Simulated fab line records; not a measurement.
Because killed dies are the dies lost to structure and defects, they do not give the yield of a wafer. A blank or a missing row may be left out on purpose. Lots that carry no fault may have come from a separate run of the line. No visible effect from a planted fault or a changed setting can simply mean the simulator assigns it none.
Struck lot and sound lot, side by side || flow n5_finfet || 27 steps out of a route of 1938
Sound: wafers L385.1, L385.5, L385.6. Struck: wafer L404.4. (L404.3 of the same lot was not struck and is left out.) The cause comes at the end.
For every step that has rows: the tool of each side, followed by ch and its chambers, followed by its first start. Under that, the readings that differ: sound wafers || struck wafers || difference of the means || sigmas: that difference in standard deviations of wafers without a fault.
alike: readings with means less than 2 such deviations apart, plus words and numbers identical on both sides. not compared: withheld readings, readings lacking a value on some wafer, bounds such as >300 that could conceal the same value, and numbers that have no deviation in the record and whose values overlap.
A row with sigmas, a row that says differs or no value, or rows on one side alone: a step with any of these is where the two part. Numbers that don't overlap but have no deviation are shown without sigmas and don't part them. A reading that every wafer of one side lacks parts them only if that side has two wafers or more.

first, 3 steps without rows for these wafers: N5_BEOL_M11_EXPOSE_08 (exposes mask M11); N5_BEOL_M11_PEB_09 (peb time 60 s); N5_BEOL_M11_DEVELOP_10 (develop time 30 s).
N5_BEOL_M11_CD_MEAS_11: the cd target is 64.1 nm.
  sound on cd_sem-02 ch 0, day 10 13:00; struck on cd_sem-01 ch 0, day 16 02:49
  alike: cd_nm
N5_BEOL_M11_OVL_MEAS_12:
  sound on overlay-01 ch 0, day 10 13:02; struck on overlay-01 ch 0, day 16 02:50
  alike: M11_OVL
N5_BEOL_M11_INSPECT_13: inspects for defects (brightfield).
  sound on defect_inspect-01 at day 10 13:03; struck on defect_inspect-01 at day 16 02:52
  alike: raw_defect_count
N5_BEOL_M11_DESCUM_16: chemistry O2, time 7.9 s.
  sound on rie_diel-02 ch 0,1,3, day 10 13:30; struck on rie_diel-02 ch 1, day 16 03:00
  alike: drypump_motor_current_A, oes_product_au, rf_vpp_V, showerhead_plenum_p_Torr, temp_c, throttle_valve_pct
  not compared: rf_hours_counter_h
N5_BEOL_M11_ETCH_61: etches SiARC in CF4, target depth 39 nm, time 65 s.
  sound on rie_diel-02 ch 0,1,3, day 10 13:32; struck on rie_diel-02 ch 1, day 16 03:02
{"reading": "throttle_valve_pct (%)", "sound": "15.72 15.54 15.29", "struck": 15.05, "difference": -0.47, "sigmas": -2}
  alike: drypump_motor_current_A, etch_rf_on_time_s, mfc_ar_sccm, oes_product_au, rf_vpp_V, showerhead_plenum_p_Torr
  not compared: rf_hours_counter_h
N5_BEOL_M11_ETCH_62: etches SOC in N2/H2, target depth 110 nm, overetch 22 nm, time 165 s.
  sound on rie_diel-02 ch 0,1,3, day 10 13:35; struck on rie_diel-02 ch 1, day 16 03:05
  alike: drypump_motor_current_A, oes_product_au, rf_vpp_V, showerhead_plenum_p_Torr, temp_c, throttle_valve_pct
  not compared: rf_hours_counter_h
then, 2 steps without rows for these wafers: N5_BEOL_M11_STRIP_68 (strips in N2/H2); N5_BEOL_M11_STRIP_67 (strips in CF4).
N5_BEOL_M11_HM_OPEN_17: chemistry Cl2/BCl3, target TiN, target depth 20 nm, overetch 6 nm.
  sound on rie_metal-03 ch 0,1, day 10 13:46; struck on rie_metal-01 ch 0, day 16 03:18
  alike: drypump_motor_current_A, mfc_ar_sccm, oes_product_au, throttle_valve_pct
  not compared: rf_hours_counter_h
N5_BEOL_M11_STRIP_19: strips in O2.
  sound on rie_diel-02 ch 1,2, day 10 13:54; struck on rie_diel-06 ch 1, day 16 03:31
  alike: drypump_motor_current_A, oes_product_au, rf_vpp_V, showerhead_plenum_p_Torr, temp_c, throttle_valve_pct
  not compared: rf_hours_counter_h
N5_BEOL_M11_CD_MEAS_18: pitch 140 nm, target cd 70 nm.
  sound on cd_sem-02 at day 10 13:58; struck on cd_sem-01 at day 16 03:35
  alike: cd_nm
then, 8 steps without rows for these wafers: N5_BEOL_M11_COAT_63 (time 60 s, resist thk 100 nm); N5_BEOL_M11_COAT_64 (time 60 s, resist thk 30 nm); N5_BEOL_M11_COAT_22 (resist thk 90 nm); N5_BEOL_M11_EBR_24; N5_BEOL_M11_SOFTBAKE_23 (time 60 s); N5_BEOL_M11_EXPOSE_25 (exposes mask V10); N5_BEOL_M11_PEB_26 (peb time 60 s); N5_BEOL_M11_DEVELOP_27 (develop time 30 s).
N5_BEOL_M11_CD_MEAS_28: the cd target is 70 nm.
  sound on cd_sem-02 ch 0, day 10 16:48; struck on cd_sem-02 ch 0, day 16 05:28
  alike: cd_nm
N5_BEOL_M11_OVL_MEAS_29:
  sound on overlay-02 ch 0, day 10 16:50; struck on overlay-02 ch 0, day 16 05:30
  alike: V10_OVL
N5_BEOL_M11_INSPECT_30: inspects for defects (brightfield).
  sound on defect_inspect-02 at day 10 16:52; struck on defect_inspect-02 at day 16 05:31
{"reading": "raw_defect_count", "sound": "842 505 373", "struck": 753, "difference": "+180", "sigmas": "+2"}
N5_BEOL_M11_DESCUM_33: chemistry O2, time 7.9 s.
  sound on rie_diel-02 ch 0,1, day 10 16:53; struck on rie_diel-02 ch 1, day 16 05:33
  alike: drypump_motor_current_A, oes_product_au, rf_vpp_V, showerhead_plenum_p_Torr, temp_c, throttle_valve_pct
  not compared: rf_hours_counter_h
-- here the record skips 2 days between the struck wafers' starts before and after, leaving off in module BEOL_M11 and picking up in module PASSIVATION (first step shown: number 1936 of the route) --
N5_PASSIVATION_PROBE_49:
  sound on prober-01 at day 12 10:32; struck on prober-02 at day 18 07:58
{"reading": "defect_limited_yield (%)", "sound": "91.4 90.8 92.3", "struck": 80.8, "difference": -10.7, "sigmas": -8}
{"reading": "killed_at_M4_up", "sound": "16 13 11", "struck": 125, "difference": "+112", "sigmas": "+24"}
{"reading": "killed_dies", "sound": "102 109 91", "struck": 227, "difference": "+126", "sigmas": "+8"}
{"reading": "sort_bin_5_function (%)", "sound": "5.7 5.1 4.7", "struck": 12.3, "difference": "+7.1", "sigmas": "+8"}
{"reading": "sort_bin_6_memory (%)", "sound": "2.9 3.7 3.0", "struck": 5.4, "difference": "+2.2", "sigmas": "+3"}
{"reading": "sort_n_pass", "sound": "1078 1071 1088", "struck": 953, "difference": -126, "sigmas": -8}
{"reading": "sort_yield_pct (%)", "sound": "91.4 90.8 92.2", "struck": 80.8, "difference": -10.7, "sigmas": -8}
  alike: killed_at_M0_to_M3, killed_at_contacts, killed_at_front_end, killed_at_other, killed_open, killed_short, sort_bin_4_leakage, sort_bin_8_speed

## WHERE THEY PART
First at N5_BEOL_M11_ETCH_61; last, within this record, at N5_PASSIVATION_PROBE_49.

WHY: whatever the simulator had introduced
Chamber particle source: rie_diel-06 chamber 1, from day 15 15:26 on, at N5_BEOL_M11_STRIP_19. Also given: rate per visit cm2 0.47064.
